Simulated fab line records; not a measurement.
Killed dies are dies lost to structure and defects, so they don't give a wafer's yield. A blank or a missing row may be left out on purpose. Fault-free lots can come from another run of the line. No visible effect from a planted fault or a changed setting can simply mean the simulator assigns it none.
Which of the tools did it? :: flow nand-harc :: 13 lots with 39 wafers sampled at 5 steps, on a route of 1159 steps

## WHAT THE GAUGES READ, wafer by wafer
NHARC_P_STI_CD_MEAS_09 targets a cd of 200 nm. Usual: cd-nm reads 200 nm (standard deviation 3.6).
lot: L210
measured: day 2 13:29
on: cd-sem-03
cd-nm (nm): 201 203 203
flag: 

lot: L211
measured: day 3 02:01
on: cd-sem-03
cd-nm (nm): 199 203 206
flag: 

lot: L212
measured: day 3 02:02
on: cd-sem-01
cd-nm (nm): 203 200 196
flag: 

lot: L213
measured: day 3 11:04
on: cd-sem-01
cd-nm (nm): 200 198 202
flag: 

lot: L217
measured: day 4 12:46
on: cd-sem-01
cd-nm (nm): 199 201 202
flag: 

lot: L224
measured: day 6 05:59
on: cd-sem-03
cd-nm (nm): 194 196 199
flag: 

lot: L226
measured: day 6 14:13
on: cd-sem-02
cd-nm (nm): 194 195 197
flag: 

lot: L227
measured: day 7 00:51
on: cd-sem-03
cd-nm (nm): 196 202 199
flag: 

lot: L230
measured: day 7 13:37
on: cd-sem-01
cd-nm (nm): 195 206 197
flag: 

lot: L231
measured: day 8 01:20
on: cd-sem-03
cd-nm (nm): 196 200 197
flag: 

lot: L232
measured: day 8 01:18
on: cd-sem-02
cd-nm (nm): 202 207 204
flag: 

NHARC_END_SORT_01. Usual: killed-at-array 31, standard deviation 11; killed-at-other 0.5, standard deviation 0.78; killed-at-periphery 3.0, standard deviation 2; killed-dies 34, standard deviation 12; killed-open 3.2, standard deviation 2; killed-short 1.9, standard deviation 1.6.
lot: L210
measured: day 19 13:40
on: prober-01
killed-at-array: 39 34 31
killed-at-other: 1 0 0
killed-at-periphery: 4 7 1
killed-dies: 44 41 32
killed-open: 8 7 3
killed-short: 2 0 1
flag: 

lot: L211
measured: day 20 05:58
on: prober-02
killed-at-array: 35 30 41
killed-at-other: 0 0 1
killed-at-periphery: 2 6 3
killed-dies: 37 36 45
killed-open: 2 0 4
killed-short: 1 2 4
flag: 

lot: L212
measured: day 19 21:27
on: prober-01
killed-at-array: 16 27 21
killed-at-other: 0 1 0
killed-at-periphery: 4 8 5
killed-dies: 20 36 26
killed-open: 0 7 1
killed-short: 1 2 1
flag: 

lot: L213
measured: day 20 06:50
on: prober-01
killed-at-array: 49 49 51
killed-at-other: 0 1 1
killed-at-periphery: 1 3 3
killed-dies: 50 53 55
killed-open: 7 3 5
killed-short: 0 1 0
flag: 

lot: L215
measured: day 21 02:23
on: prober-01
killed-at-array: 32 30 32
killed-at-other: 1 0 0
killed-at-periphery: 644 647 645
killed-dies: 677 677 677
killed-open: 4 2 5
killed-short: 0 0 3
flag: OFF

lot: L216
measured: day 21 11:05
on: prober-01
killed-at-array: 28 44 46
killed-at-other: 0 0 2
killed-at-periphery: 649 633 629
killed-dies: 677 677 677
killed-open: 1 6 4
killed-short: 1 1 2
flag: OFF

lot: L217
measured: day 21 17:05
on: prober-02
killed-at-array: 43 38 51
killed-at-other: 1 1 0
killed-at-periphery: 2 0 4
killed-dies: 46 39 55
killed-open: 0 2 4
killed-short: 2 1 4
flag: 

lot: L224
measured: day 23 12:50
on: prober-01
killed-at-array: 35 30 32
killed-at-other: 1 1 2
killed-at-periphery: 2 3 2
killed-dies: 38 34 36
killed-open: 1 3 1
killed-short: 2 0 1
flag: 

lot: L226
measured: day 23 13:37
on: prober-02
killed-at-array: 35 33 29
killed-at-other: 0 0 0
killed-at-periphery: 3 2 3
killed-dies: 38 35 32
killed-open: 2 1 3
killed-short: 0 2 0
flag: 

lot: L227
measured: day 23 21:27
on: prober-01
killed-at-array: 27 33 37
killed-at-other: 0 1 0
killed-at-periphery: 2 3 2
killed-dies: 29 37 39
killed-open: 2 3 5
killed-short: 3 3 1
flag: 

lot: L230
measured: day 24 18:47
on: prober-01
killed-at-array: 50 45 55
killed-at-other: 1 0 1
killed-at-periphery: 7 3 7
killed-dies: 58 48 63
killed-open: 2 1 7
killed-short: 1 2 2
flag: 

lot: L231
measured: day 24 12:58
on: prober-02
killed-at-array: 36 31 27
killed-at-other: 1 0 2
killed-at-periphery: 1 1 4
killed-dies: 38 32 33
killed-open: 2 1 1
killed-short: 1 0 1
flag: 

lot: L232
measured: day 25 03:30
on: prober-01
killed-at-array: 22 21 15
killed-at-other: 0 1 0
killed-at-periphery: 0 1 1
killed-dies: 22 23 16
killed-open: 2 3 3
killed-short: 3 2 1
flag: 

## TOOL THAT RAN EACH LOT (tool first, then ch and the chambers of the sampled wafers, then the start)
lot: L210
NHARC_P_ZERO_WELL_DESCUM_13: rie-diel-10 ch 0,1,3, day 1 19:23
NHARC_P_ZERO_WELL_ETCH_62: rie-diel-10 ch 0,1,3, day 1 20:53 or earlier
NHARC_P_ZERO_WELL_IMPLANT_27: implanter-02 ch 0, day 1 20:53

lot: L211
NHARC_P_ZERO_WELL_DESCUM_13: rie-diel-05 ch 0,1, day 2 01:25
NHARC_P_ZERO_WELL_ETCH_62: rie-diel-05 ch 0,1, day 2 02:56 or earlier
NHARC_P_ZERO_WELL_IMPLANT_27: implanter-01 ch 0, day 2 02:56

lot: L212
NHARC_P_ZERO_WELL_DESCUM_13: rie-diel-10 ch 2,3, day 2 07:26
NHARC_P_ZERO_WELL_ETCH_62: rie-diel-10 ch 0,2,3, day 2 08:56 or earlier
NHARC_P_ZERO_WELL_IMPLANT_27: implanter-01 ch 0, day 2 08:56

lot: L213
NHARC_P_ZERO_WELL_DESCUM_13: rie-diel-11 ch 2,3, day 2 13:25
NHARC_P_ZERO_WELL_ETCH_62: rie-diel-11 ch 0,3, day 2 15:01 or earlier
NHARC_P_ZERO_WELL_IMPLANT_27: implanter-01 ch 0, day 2 15:01

lot: L215
NHARC_P_ZERO_WELL_DESCUM_13: rie-diel-05 ch 0,1, day 3 01:24
NHARC_P_ZERO_WELL_ETCH_62: rie-diel-05 ch 2,3, day 3 02:56 or earlier
NHARC_P_ZERO_WELL_IMPLANT_27: implanter-01, day 3 02:56

lot: L216
NHARC_P_ZERO_WELL_DESCUM_13: rie-diel-10 ch 1,2, day 3 07:24
NHARC_P_ZERO_WELL_ETCH_62: rie-diel-10 ch 1,2,3, day 3 08:51 or earlier
NHARC_P_ZERO_WELL_IMPLANT_27: implanter-02, day 3 08:51

lot: L217
NHARC_P_ZERO_WELL_DESCUM_13: rie-diel-05 ch 0,1,3, day 3 13:31
NHARC_P_ZERO_WELL_ETCH_62: rie-diel-05 ch 0,2,3, day 3 15:03 or earlier
NHARC_P_ZERO_WELL_IMPLANT_27: implanter-02 ch 0, day 3 15:03

lot: L224
NHARC_P_ZERO_WELL_DESCUM_13: rie-diel-10 ch 0,3, day 5 07:19
NHARC_P_ZERO_WELL_ETCH_62: rie-diel-10 ch 0,1,3, day 5 08:48 or earlier
NHARC_P_ZERO_WELL_IMPLANT_27: implanter-01 ch 0, day 5 08:48

lot: L226
NHARC_P_ZERO_WELL_DESCUM_13: rie-diel-10 ch 1,2,3, day 5 19:18
NHARC_P_ZERO_WELL_ETCH_62: rie-diel-10 ch 0,2, day 5 20:50 or earlier
NHARC_P_ZERO_WELL_IMPLANT_27: implanter-01 ch 0, day 5 20:50

lot: L227
NHARC_P_ZERO_WELL_DESCUM_13: rie-diel-10 ch 0,1,2, day 6 01:17
NHARC_P_ZERO_WELL_ETCH_62: rie-diel-10 ch 0,2,3, day 6 02:42 or earlier
NHARC_P_ZERO_WELL_IMPLANT_27: implanter-01 ch 0, day 6 02:42

lot: L230
NHARC_P_ZERO_WELL_DESCUM_13: rie-diel-11 ch 1,2,3, day 6 19:20
NHARC_P_ZERO_WELL_ETCH_62: rie-diel-11 ch 1,3, day 6 20:52 or earlier
NHARC_P_ZERO_WELL_IMPLANT_27: implanter-02 ch 0, day 6 20:52

lot: L231
NHARC_P_ZERO_WELL_DESCUM_13: rie-diel-05 ch 1,2,3, day 7 01:28
NHARC_P_ZERO_WELL_ETCH_62: rie-diel-05 ch 0,3, day 7 02:51 or earlier
NHARC_P_ZERO_WELL_IMPLANT_27: implanter-02 ch 0, day 7 02:51

lot: L232
NHARC_P_ZERO_WELL_DESCUM_13: rie-diel-05 ch 1,2, day 7 07:17
NHARC_P_ZERO_WELL_ETCH_62: rie-diel-05 ch 0,1,3, day 7 08:43 or earlier
NHARC_P_ZERO_WELL_IMPLANT_27: implanter-02 ch 0, day 7 08:43
- NHARC_P_ZERO_WELL_DESCUM_13: chemistry O2, time 3 s.
- NHARC_P_ZERO_WELL_ETCH_62: etches the open film in CHF3/Ar, target depth 13 nm, time 6.5 s.
- NHARC_P_ZERO_WELL_IMPLANT_27

## WHAT THE TOOLS THEMSELVES READ (means of the sampled wafers that have a number; where no wafer has one, the mark that the record gives instead)
NHARC_P_ZERO_WELL_DESCUM_13. Usual: drypump-motor-current-A 5.8 A, standard deviation 0.48; oes-product-au 1.003 a.u., standard deviation 0.016; rf-vpp-V 57.8 V, standard deviation 0.88; showerhead-plenum-p-Torr 1.90 Torr, standard deviation 0.083; throttle-valve-pct 11.312 %, standard deviation 0.0091.
lot: L210
tool: rie-diel-10
drypump-motor-current-A (A): 5.9
oes-product-au (a.u.): 1.004
rf-vpp-V (V): 57.9
showerhead-plenum-p-Torr (Torr): 1.91
throttle-valve-pct (%): 11.315
flag: 

lot: L211
tool: rie-diel-05
drypump-motor-current-A (A): 5.8
oes-product-au (a.u.): 1.009
rf-vpp-V (V): 57.8
showerhead-plenum-p-Torr (Torr): 1.81
throttle-valve-pct (%): 11.312
flag: 

lot: L212
tool: rie-diel-10
drypump-motor-current-A (A): 5.9
oes-product-au (a.u.): 0.998
rf-vpp-V (V): 57.3
showerhead-plenum-p-Torr (Torr): 2.00
throttle-valve-pct (%): 11.306
flag: 

lot: L213
tool: rie-diel-11
drypump-motor-current-A (A): 6.1
oes-product-au (a.u.): 0.992
rf-vpp-V (V): 58.2
showerhead-plenum-p-Torr (Torr): 1.94
throttle-valve-pct (%): 11.318
flag: 

lot: L215
tool: rie-diel-05
drypump-motor-current-A (A): 5.9
oes-product-au (a.u.): 1.002
rf-vpp-V (V): 57.5
showerhead-plenum-p-Torr (Torr): 1.81
throttle-valve-pct (%): 11.307
flag: 

lot: L216
tool: rie-diel-10
drypump-motor-current-A (A): 5.9
oes-product-au (a.u.): 1.017
rf-vpp-V (V): 58.2
showerhead-plenum-p-Torr (Torr): 2.02
throttle-valve-pct (%): 11.310
flag: 

lot: L217
tool: rie-diel-05
drypump-motor-current-A (A): 5.8
oes-product-au (a.u.): 1.001
rf-vpp-V (V): 57.6
showerhead-plenum-p-Torr (Torr): 1.84
throttle-valve-pct (%): 11.306
flag: 

lot: L224
tool: rie-diel-10
drypump-motor-current-A (A): 6.0
oes-product-au (a.u.): 0.995
rf-vpp-V (V): 58.5
showerhead-plenum-p-Torr (Torr): 1.92
throttle-valve-pct (%): 11.316
flag: 

lot: L226
tool: rie-diel-10
drypump-motor-current-A (A): 5.7
oes-product-au (a.u.): 1.015
rf-vpp-V (V): 58.2
showerhead-plenum-p-Torr (Torr): 1.99
throttle-valve-pct (%): 11.306
flag: 

lot: L227
tool: rie-diel-10
drypump-motor-current-A (A): 6.1
oes-product-au (a.u.): 1.018
rf-vpp-V (V): 57.3
showerhead-plenum-p-Torr (Torr): 1.93
throttle-valve-pct (%): 11.310
flag: 

lot: L230
tool: rie-diel-11
drypump-motor-current-A (A): 6.0
oes-product-au (a.u.): 1.006
rf-vpp-V (V): 58.5
showerhead-plenum-p-Torr (Torr): 1.91
throttle-valve-pct (%): 11.313
flag: 

lot: L231
tool: rie-diel-05
drypump-motor-current-A (A): 5.4
oes-product-au (a.u.): 0.994
rf-vpp-V (V): 57.8
showerhead-plenum-p-Torr (Torr): 1.86
throttle-valve-pct (%): 11.314
flag: 

lot: L232
tool: rie-diel-05
drypump-motor-current-A (A): 5.2
oes-product-au (a.u.): 0.998
rf-vpp-V (V): 57.7
showerhead-plenum-p-Torr (Torr): 1.84
throttle-valve-pct (%): 11.313
flag: 

NHARC_P_ZERO_WELL_ETCH_62. Usual: drypump-motor-current-A 5.8 A, standard deviation 0.49; oes-product-au 0.971 a.u., standard deviation 0.019; rf-vpp-V 370.3 V, standard deviation 2.3; showerhead-plenum-p-Torr 2.32 Torr, standard deviation 0.097; throttle-valve-pct 20.217 %, standard deviation 0.0096.
lot: L210
tool: rie-diel-10
drypump-motor-current-A (A): 5.9
oes-product-au (a.u.): 0.969
rf-vpp-V (V): 371.1
showerhead-plenum-p-Torr (Torr): 2.35
throttle-valve-pct (%): 20.216
flag: 

lot: L211
tool: rie-diel-05
drypump-motor-current-A (A): 5.8
oes-product-au (a.u.): 0.975
rf-vpp-V (V): 368.1
showerhead-plenum-p-Torr (Torr): 2.23
throttle-valve-pct (%): 20.226
flag: 

lot: L212
tool: rie-diel-10
drypump-motor-current-A (A): 6.2
oes-product-au (a.u.): 0.983
rf-vpp-V (V): 372.0
showerhead-plenum-p-Torr (Torr): 2.38
throttle-valve-pct (%): 20.224
flag: 

lot: L213
tool: rie-diel-11
drypump-motor-current-A (A): 5.9
oes-product-au (a.u.): 0.977
rf-vpp-V (V): 371.2
showerhead-plenum-p-Torr (Torr): 2.35
throttle-valve-pct (%): 20.219
flag: 

lot: L215
tool: rie-diel-05
drypump-motor-current-A (A): 5.4
oes-product-au (a.u.): 0.959
rf-vpp-V (V): 369.7
showerhead-plenum-p-Torr (Torr): 2.30
throttle-valve-pct (%): 20.215
flag: 

lot: L216
tool: rie-diel-10
drypump-motor-current-A (A): 5.7
oes-product-au (a.u.): 0.979
rf-vpp-V (V): 373.3
showerhead-plenum-p-Torr (Torr): 2.44
throttle-valve-pct (%): 20.223
flag: 

lot: L217
tool: rie-diel-05
drypump-motor-current-A (A): 5.5
oes-product-au (a.u.): 0.966
rf-vpp-V (V): 368.5
showerhead-plenum-p-Torr (Torr): 2.27
throttle-valve-pct (%): 20.222
flag: 

lot: L224
tool: rie-diel-10
drypump-motor-current-A (A): 5.9
oes-product-au (a.u.): 0.979
rf-vpp-V (V): 370.3
showerhead-plenum-p-Torr (Torr): 2.35
throttle-valve-pct (%): 20.217
flag: 

lot: L226
tool: rie-diel-10
drypump-motor-current-A (A): 6.4
oes-product-au (a.u.): 0.987
rf-vpp-V (V): 371.6
showerhead-plenum-p-Torr (Torr): 2.40
throttle-valve-pct (%): 20.213
flag: 

lot: L227
tool: rie-diel-10
drypump-motor-current-A (A): 6.2
oes-product-au (a.u.): 0.988
rf-vpp-V (V): 371.6
showerhead-plenum-p-Torr (Torr): 2.38
throttle-valve-pct (%): 20.222
flag: 

lot: L230
tool: rie-diel-11
drypump-motor-current-A (A): 6.0
oes-product-au (a.u.): 0.982
rf-vpp-V (V): 370.5
showerhead-plenum-p-Torr (Torr): 2.31
throttle-valve-pct (%): 20.215
flag: 

lot: L231
tool: rie-diel-05
drypump-motor-current-A (A): 5.9
oes-product-au (a.u.): 0.937
rf-vpp-V (V): 369.4
showerhead-plenum-p-Torr (Torr): 2.25
throttle-valve-pct (%): 20.211
flag: 

lot: L232
tool: rie-diel-05
drypump-motor-current-A (A): 5.8
oes-product-au (a.u.): 0.954
rf-vpp-V (V): 368.4
showerhead-plenum-p-Torr (Torr): 2.26
throttle-valve-pct (%): 20.215
flag: 

NHARC_P_ZERO_WELL_IMPLANT_27. Usual: beam-energy-keV 600.01, standard deviation 0.19; beam-on-s 10.00 s, standard deviation 0.21.
lot: L210
tool: implanter-02
beam-energy-keV: 600.13
beam-on-s (s): 10.10
flag: 

lot: L211
tool: implanter-01
beam-energy-keV: 600.03
beam-on-s (s): 10.03
flag: 

lot: L212
tool: implanter-01
beam-energy-keV: 599.98
beam-on-s (s): 10.06
flag: 

lot: L213
tool: implanter-01
beam-energy-keV: 600.04
beam-on-s (s): 10.11
flag: 

lot: L215
tool: implanter-01
beam-energy-keV: -
beam-on-s (s): -
flag: OFF

lot: L216
tool: implanter-02
beam-energy-keV: -
beam-on-s (s): -
flag: OFF

lot: L217
tool: implanter-02
beam-energy-keV: 600.15
beam-on-s (s): 10.00
flag: 

lot: L224
tool: implanter-01
beam-energy-keV: 600.03
beam-on-s (s): 10.08
flag: 

lot: L226
tool: implanter-01
beam-energy-keV: 599.86
beam-on-s (s): 9.95
flag: 

lot: L227
tool: implanter-01
beam-energy-keV: 600.09
beam-on-s (s): 10.02
flag: 

lot: L230
tool: implanter-02
beam-energy-keV: 599.85
beam-on-s (s): 10.03
flag: 

lot: L231
tool: implanter-02
beam-energy-keV: 600.14
beam-on-s (s): 10.12
flag: 

lot: L232
tool: implanter-02
beam-energy-keV: 599.72
beam-on-s (s): 9.81
flag: 

## THE ANSWER, worked out from the rows above alone
Rule: lot off if the mean of its wafers having a number is beyond 3 standard deviations from the usual mean. Also off: a lot with no number at a reading for which 4 or more lots have one. The other lots that the step has rows for count as sound. First the gauges in route order, then the tools' own readings, where a lot's mean is used as printed above. The first step at which some lot is off is used, and at that step the reading that is off furthest; a lot without a number counts as furthest.
Off: L215, L216, at NHARC_END_SORT_01 (killed-at-periphery).
If a tool, at a process step before that reading, ran all the lots that are off and no sound lot after the first of them, it fits. The gauges at NHARC_END_SORT_01 aren't tried: what is off there is off at NHARC_P_ZERO_WELL_IMPLANT_27 too, on other tools, and a gauge's error can't cause that. NHARC_P_ZERO_WELL_ETCH_62: start missing for some lots; hours and lot order therefore follow NHARC_P_ZERO_WELL_IMPLANT_27. None of those tried fits.

## WHAT THE SIMULATOR HAD INSERTED
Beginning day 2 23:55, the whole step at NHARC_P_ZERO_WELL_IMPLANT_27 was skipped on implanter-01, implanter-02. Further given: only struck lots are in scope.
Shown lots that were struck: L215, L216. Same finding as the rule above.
